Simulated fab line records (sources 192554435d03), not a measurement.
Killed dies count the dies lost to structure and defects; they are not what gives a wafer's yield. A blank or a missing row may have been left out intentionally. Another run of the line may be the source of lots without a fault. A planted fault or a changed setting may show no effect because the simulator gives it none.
Which tool is to blame? :: flow n5-finfet :: 23 lots, 69 wafers sampled, at 2 steps of a route of 1938

WHAT THE GAUGES SHOWED, per wafer
N5_FIN_SAQP_INSPECT_18: inspects for defects (brightfield).
lot: L074
measured: day 1 22:08
on: defect-inspect-01
raw-defect-count: 312 340 311

lot: L075
measured: day 2 03:39
on: defect-inspect-01
raw-defect-count: 299 395 286

lot: L076
measured: day 2 09:56
on: defect-inspect-01
raw-defect-count: 508 373 360

lot: L077
measured: day 2 15:41
on: defect-inspect-02
raw-defect-count: 423 512 620

lot: L078
measured: day 2 21:23
on: defect-inspect-01
raw-defect-count: 272 272 309

lot: L079
measured: day 3 04:00
on: defect-inspect-01
raw-defect-count: 275 322 332

lot: L080
measured: day 3 10:40
on: defect-inspect-02
raw-defect-count: 388 485 373

lot: L081
measured: day 3 15:56
on: defect-inspect-02
raw-defect-count: 549 493 383

lot: L082
measured: day 3 21:40
on: defect-inspect-01
raw-defect-count: 348 511 251

lot: L083
measured: day 4 04:06
on: defect-inspect-01
raw-defect-count: 338 242 322

lot: L084
measured: day 4 09:25
on: defect-inspect-02
raw-defect-count: 431 407 498

lot: L085
measured: day 4 15:33
on: defect-inspect-02
raw-defect-count: 485 511 653

lot: L086
measured: day 5 00:25
on: defect-inspect-02
raw-defect-count: 576 601 597

lot: L087
measured: day 5 04:49
on: defect-inspect-01
raw-defect-count: 415 414 333

lot: L088
measured: day 5 09:40
on: defect-inspect-02
raw-defect-count: 522 417 497

lot: L089
measured: day 5 15:29
on: defect-inspect-01
raw-defect-count: 271 285 225

lot: L090
measured: day 5 21:47
on: defect-inspect-02
raw-defect-count: 494 460 517

lot: L091
measured: day 6 03:25
on: defect-inspect-02
raw-defect-count: 239 483 278

lot: L092
measured: day 6 09:41
on: defect-inspect-02
raw-defect-count: 476 267 282

lot: L093
measured: day 6 15:40
on: defect-inspect-01
raw-defect-count: 331 354 273

lot: L094
measured: day 6 22:16
on: defect-inspect-02
raw-defect-count: 412 405 637

lot: L095
measured: day 7 04:40
on: defect-inspect-02
raw-defect-count: 264 405 302

lot: L097
measured: day 7 17:19
on: defect-inspect-01
raw-defect-count: 304 308 267

WHAT TOOL EACH LOT RAN ON (gives the tool, then ch and the chambers of the sampled wafers, and finally the start)
lot: L074
N5_PMOS_HMC_CHANNEL_EPI_DESCUM_14: rie-diel-04 ch 1,3, day 1 17:32

lot: L075
N5_PMOS_HMC_CHANNEL_EPI_DESCUM_14: rie-diel-06 ch 0,1, day 1 23:20

lot: L076
N5_PMOS_HMC_CHANNEL_EPI_DESCUM_14: rie-diel-06 ch 2,3, day 2 05:44

lot: L077
N5_PMOS_HMC_CHANNEL_EPI_DESCUM_14: rie-diel-03 ch 2,3, day 2 11:27

lot: L078
N5_PMOS_HMC_CHANNEL_EPI_DESCUM_14: rie-diel-03 ch 0,1,3, day 2 17:10

lot: L079
N5_PMOS_HMC_CHANNEL_EPI_DESCUM_14: rie-diel-06 ch 0,1,3, day 2 23:50

lot: L080
N5_PMOS_HMC_CHANNEL_EPI_DESCUM_14: rie-diel-04 ch 1,2, day 3 06:01

lot: L081
N5_PMOS_HMC_CHANNEL_EPI_DESCUM_14: rie-diel-06 ch 0,1,3, day 3 11:46

lot: L082
N5_PMOS_HMC_CHANNEL_EPI_DESCUM_14: rie-diel-06 ch 0,1,3, day 3 17:34

lot: L083
N5_PMOS_HMC_CHANNEL_EPI_DESCUM_14: rie-diel-04 ch 2,3, day 4 00:01

lot: L084
N5_PMOS_HMC_CHANNEL_EPI_DESCUM_14: rie-diel-03 ch 1,3, day 4 05:13

lot: L085
N5_PMOS_HMC_CHANNEL_EPI_DESCUM_14: rie-diel-04 ch 0,3, day 4 11:14

lot: L086
N5_PMOS_HMC_CHANNEL_EPI_DESCUM_14: rie-diel-06 ch 0,1,3, day 4 17:27

lot: L087
N5_PMOS_HMC_CHANNEL_EPI_DESCUM_14: rie-diel-06 ch 1,3, day 4 23:20

lot: L088
N5_PMOS_HMC_CHANNEL_EPI_DESCUM_14: rie-diel-04 ch 0,1,3, day 5 05:12

lot: L089
N5_PMOS_HMC_CHANNEL_EPI_DESCUM_14: rie-diel-04 ch 0,1,2, day 5 11:04

lot: L090
N5_PMOS_HMC_CHANNEL_EPI_DESCUM_14: rie-diel-06 ch 0,3, day 5 17:32

lot: L091
N5_PMOS_HMC_CHANNEL_EPI_DESCUM_14: rie-diel-06 ch 0,3, day 5 23:15

lot: L092
N5_PMOS_HMC_CHANNEL_EPI_DESCUM_14: rie-diel-04 ch 0,1, day 6 05:26

lot: L093
N5_PMOS_HMC_CHANNEL_EPI_DESCUM_14: rie-diel-03 ch 1,2,3, day 6 11:25

lot: L094
N5_PMOS_HMC_CHANNEL_EPI_DESCUM_14: rie-diel-04 ch 0,1,3, day 6 17:51

lot: L095
N5_PMOS_HMC_CHANNEL_EPI_DESCUM_14: rie-diel-03 ch 2,3, day 6 23:18

lot: L097
N5_PMOS_HMC_CHANNEL_EPI_DESCUM_14: rie-diel-06 ch 1,2,3, day 7 12:09
- N5_PMOS_HMC_CHANNEL_EPI_DESCUM_14: chemistry O2, time 7.9 s.

WHAT THE TOOLS THEMSELVES READ (means of the sampled wafers that have a number; where no wafer has one, the mark that the record gives instead)
N5_PMOS_HMC_CHANNEL_EPI_DESCUM_14.
lot: L074
tool: rie-diel-04
drypump-motor-current-A (A): 5.2
oes-product-au (a.u.): 0.71
rf-vpp-V (V): 243.2
showerhead-plenum-p-Torr (Torr): 2.16
throttle-valve-pct (%): 20.21

lot: L075
tool: rie-diel-06
drypump-motor-current-A (A): 6.2
oes-product-au (a.u.): 0.69
rf-vpp-V (V): 243.9
showerhead-plenum-p-Torr (Torr): 2.18
throttle-valve-pct (%): 20.64

lot: L076
tool: rie-diel-06
drypump-motor-current-A (A): 5.8
oes-product-au (a.u.): 0.77
rf-vpp-V (V): 244.0
showerhead-plenum-p-Torr (Torr): 2.10
throttle-valve-pct (%): 20.21

lot: L077
tool: rie-diel-03
drypump-motor-current-A (A): 5.5
oes-product-au (a.u.): 0.71
rf-vpp-V (V): 242.3
showerhead-plenum-p-Torr (Torr): 2.00
throttle-valve-pct (%): 20.63

lot: L078
tool: rie-diel-03
drypump-motor-current-A (A): 5.8
oes-product-au (a.u.): 0.72
rf-vpp-V (V): 242.8
showerhead-plenum-p-Torr (Torr): 2.05
throttle-valve-pct (%): 20.52

lot: L079
tool: rie-diel-06
drypump-motor-current-A (A): 6.2
oes-product-au (a.u.): 0.74
rf-vpp-V (V): 244.4
showerhead-plenum-p-Torr (Torr): 2.15
throttle-valve-pct (%): 20.46

lot: L080
tool: rie-diel-04
drypump-motor-current-A (A): 5.2
oes-product-au (a.u.): 0.71
rf-vpp-V (V): 243.4
showerhead-plenum-p-Torr (Torr): 2.04
throttle-valve-pct (%): 20.41

lot: L081
tool: rie-diel-06
drypump-motor-current-A (A): 6.2
oes-product-au (a.u.): 0.74
rf-vpp-V (V): 243.8
showerhead-plenum-p-Torr (Torr): 2.15
throttle-valve-pct (%): 20.47

lot: L082
tool: rie-diel-06
drypump-motor-current-A (A): 6.2
oes-product-au (a.u.): 0.73
rf-vpp-V (V): 244.5
showerhead-plenum-p-Torr (Torr): 2.15
throttle-valve-pct (%): 20.47

lot: L083
tool: rie-diel-04
drypump-motor-current-A (A): 5.5
oes-product-au (a.u.): 0.69
rf-vpp-V (V): 243.1
showerhead-plenum-p-Torr (Torr): 2.08
throttle-valve-pct (%): 20.37

lot: L084
tool: rie-diel-03
drypump-motor-current-A (A): 5.9
oes-product-au (a.u.): 0.72
rf-vpp-V (V): 242.1
showerhead-plenum-p-Torr (Torr): 2.05
throttle-valve-pct (%): 20.67

lot: L085
tool: rie-diel-04
drypump-motor-current-A (A): 6.1
oes-product-au (a.u.): 0.86
rf-vpp-V (V): 243.5
showerhead-plenum-p-Torr (Torr): 2.15
throttle-valve-pct (%): 20.51

lot: L086
tool: rie-diel-06
drypump-motor-current-A (A): 6.2
oes-product-au (a.u.): 0.72
rf-vpp-V (V): 243.1
showerhead-plenum-p-Torr (Torr): 2.15
throttle-valve-pct (%): 20.48

lot: L087
tool: rie-diel-06
drypump-motor-current-A (A): 6.2
oes-product-au (a.u.): 0.77
rf-vpp-V (V): 244.2
showerhead-plenum-p-Torr (Torr): 2.13
throttle-valve-pct (%): 20.30

lot: L088
tool: rie-diel-04
drypump-motor-current-A (A): 5.5
oes-product-au (a.u.): 0.77
rf-vpp-V (V): 244.0
showerhead-plenum-p-Torr (Torr): 2.15
throttle-valve-pct (%): 20.36

lot: L089
tool: rie-diel-04
drypump-motor-current-A (A): 5.5
oes-product-au (a.u.): 0.87
rf-vpp-V (V): 244.4
showerhead-plenum-p-Torr (Torr): 2.18
throttle-valve-pct (%): 20.33

lot: L090
tool: rie-diel-06
drypump-motor-current-A (A): 6.0
oes-product-au (a.u.): 0.87
rf-vpp-V (V): 243.5
showerhead-plenum-p-Torr (Torr): 2.13
throttle-valve-pct (%): 20.25

lot: L091
tool: rie-diel-06
drypump-motor-current-A (A): 6.0
oes-product-au (a.u.): 0.85
rf-vpp-V (V): 244.0
showerhead-plenum-p-Torr (Torr): 2.13
throttle-valve-pct (%): 20.26

lot: L092
tool: rie-diel-04
drypump-motor-current-A (A): 5.3
oes-product-au (a.u.): 0.77
rf-vpp-V (V): 244.1
showerhead-plenum-p-Torr (Torr): 2.16
throttle-valve-pct (%): 20.34

lot: L093
tool: rie-diel-03
drypump-motor-current-A (A): 5.6
oes-product-au (a.u.): 0.82
rf-vpp-V (V): 244.8
showerhead-plenum-p-Torr (Torr): 2.14
throttle-valve-pct (%): 20.53

lot: L094
tool: rie-diel-04
drypump-motor-current-A (A): 5.6
oes-product-au (a.u.): 0.85
rf-vpp-V (V): 243.5
showerhead-plenum-p-Torr (Torr): 2.14
throttle-valve-pct (%): 20.26

lot: L095
tool: rie-diel-03
drypump-motor-current-A (A): 5.4
oes-product-au (a.u.): 0.78
rf-vpp-V (V): 242.3
showerhead-plenum-p-Torr (Torr): 2.08
throttle-valve-pct (%): 20.56

lot: L097
tool: rie-diel-06
drypump-motor-current-A (A): 6.1
oes-product-au (a.u.): 0.80
rf-vpp-V (V): 243.1
showerhead-plenum-p-Torr (Torr): 2.10
throttle-valve-pct (%): 20.23

THE ANSWER, worked out from the rows above alone
Rule: the usual values come from the lots themselves. Put in order of their means at a reading, lots are off if they are a third of the lots or fewer, leave a main group of 4 or more, and stand apart from it by a gap of 3 or more times the standard deviation of the main group's means; of several such gaps the widest counts. A main group whose means are all the same, to the digits that the tables above print for the reading, isn't used. A lot without any number at a reading at which 4 lots or more have one is off too. Where the step has rows for the other lots, those lots are counted as sound. After the gauges, taken in route order, come the tools' own readings; for these a lot's mean is taken, as printed above. The first step at which some lot is off is used, and at that step the reading that is off furthest; a lot without a number counts as furthest.
Across all readings shown, no lot is off: no conclusion can be drawn from this.

WHAT THE SIMULATOR PUT IN
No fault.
